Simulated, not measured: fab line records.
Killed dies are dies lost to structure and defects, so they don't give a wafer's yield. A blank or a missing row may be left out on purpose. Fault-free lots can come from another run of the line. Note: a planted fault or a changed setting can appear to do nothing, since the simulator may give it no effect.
Matching of chambers	flow n5-finfet	4 sister chambers for N5_BEOL_M6_DESCUM_33 on rie-diel-05
The step chemistry O2, time 7 s. 4 wafers are shown with their chamber, then 12 later ones without.

## WAFERS, EACH WITH ITS CHAMBER
wafer	chamber	drypump-motor-current-A (A)
L084.6	0	5.9
L086.1	1	6.4
L086.3	3	4.9
L086.5	2	6.6

## WAFERS WHOSE CHAMBER IS MISSING
wafer	drypump-motor-current-A (A)
L090.2	6.0
L090.3	6.4
L090.5	6.0
L091.2	6.0
L091.3	6.4
L091.6	4.9
L094.1	6.4
L094.5	6.6
L094.6	6.4
L095.2	6.0
L095.3	6.4
L095.4	6.0

## CHAMBER TAKEN BY EACH
wafer	from the rows above	in truth
L090.2	0	0
L090.3	1	1
L090.5	0	0
L091.2	0	0
L091.3	1	1
L091.6	3	3
L094.1	1	1
L094.5	2	2
L094.6	1	1
L095.2	0	0
L095.3	1	1
L095.4	0	0
Correct placement for 12 of the 12. Left unplaced by these rows: 0. Number placed wrongly: 0.
How it was worked out, from the rows above alone: a wafer's distance from a chamber is the root of the sum, over the readings, of the square of ((its reading less the chamber's mean) divided by the reading's scatter). The wafer belongs to the nearest chamber; if the next one is less than 2 further off, it can't be placed. For every chamber, the mean is computed from those of its wafers that are shown. The scatter: with one shown wafer a chamber, the root of the mean of the squares of how far each hidden wafer lies from its nearest shown one.
